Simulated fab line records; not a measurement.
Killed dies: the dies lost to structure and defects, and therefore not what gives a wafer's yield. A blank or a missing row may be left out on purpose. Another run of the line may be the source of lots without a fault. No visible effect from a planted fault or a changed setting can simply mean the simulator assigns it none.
Struck lot and sound lot, side by side / flow nand harc / 13 out of 1159 route steps
Sound: wafers L602.2, L602.3, L602.4. The struck wafers were L606.1, L606.3, L606.6. The cause comes at the end.
Each step with rows lists, per side, the tool, then ch with its chambers, then its first start. Under that, the readings that differ: sound wafers / struck wafers / difference of the means / sigmas: that difference in standard deviations of wafers without a fault.
alike: readings with means less than 2 such deviations apart, plus words and numbers identical on both sides. not compared: withheld readings, readings lacking a value on some wafer, bounds such as >300 that could conceal the same value, and numbers that have no deviation in the record and whose values overlap.
The two part at a step that has a row with sigmas, a row that says differs or no value, or rows on one side only. Numbers that have no deviation but don't overlap get no sigmas and don't part them. A reading that every wafer of one side lacks parts them only if that side has two wafers or more.

NHARC_P_M2_PRE_CLEAN_30: time 30 s.
  sound on pvd sputter-01; struck on pvd sputter-01
  alike: heater power w
then, 3 steps without rows for these wafers: NHARC_P_M2_PVD_20 (deposits TaN, target thk 5 nm, time 8.06 s); NHARC_P_M2_PVD_21 (deposits Cu, target thk 30 nm, time 20.49 s); NHARC_P_M2_ECD_22 (material Cu, target thk 400 nm).
NHARC_P_M2_ANNEAL_31: time 90 s.
  sound on rtp anneal-01 ch 0, day 7 10:58; struck on rtp anneal-01 ch 0, day 8 01:29
  alike: wafer_temp_C_max
NHARC_P_M2_CMP_23: polishes, t overpolish 20 s, target thk 144.3 nm.
  sound on cmp-03 ch 1,2,3, day 7 11:16; struck on cmp-04 ch 0,1, day 8 01:50
  alike: edge zone pressure frac, motor current A, time to endpoint s
NHARC_P_M2_THK_MEAS_24: measures by xrf.
  struck on film metro-02, day 8 02:09; sound on film metro-02, day 7 11:35
  alike: thk nm
next, for these wafers, 1 step has no rows: NHARC_P_M2_SRD_25.
NHARC_P_M2_INSPECT_27:
  struck on defect inspect-02, day 8 02:19; sound on defect inspect-02, day 7 11:44
  alike: raw defect count
then, 1 step without rows for these wafers: NHARC_P_M2_PRE_CLEAN_32 (time 12 s).
NHARC_P_M2_DEP_33: deposits SiCN, target thk 30 nm.
  sound on pecvd-01 ch 1,2, day 7 11:53; struck on pecvd-01 ch 0,1,2, day 8 02:27
  alike: heater power w
  not compared: since wet clean h
NHARC_P_BONDPAD_DEP_00: deposits SiCN, target thk 250 nm.
  sound on pecvd-01 ch 0,1, day 7 12:17; struck on pecvd-02 ch 0,2, day 8 03:31
  alike: heater power w
  not compared: since wet clean h
NHARC_P_BONDPAD_CMP_32: polishes SiCN, target thk 200 nm.
  sound on cmp-01 ch 0,1,3, day 7 12:41; struck on cmp-01 ch 0,2,3, day 8 04:15
  alike: edge zone pressure frac, motor current A

WHERE THEY PART
Nowhere in this record.

WHY: the cause the simulator had injected
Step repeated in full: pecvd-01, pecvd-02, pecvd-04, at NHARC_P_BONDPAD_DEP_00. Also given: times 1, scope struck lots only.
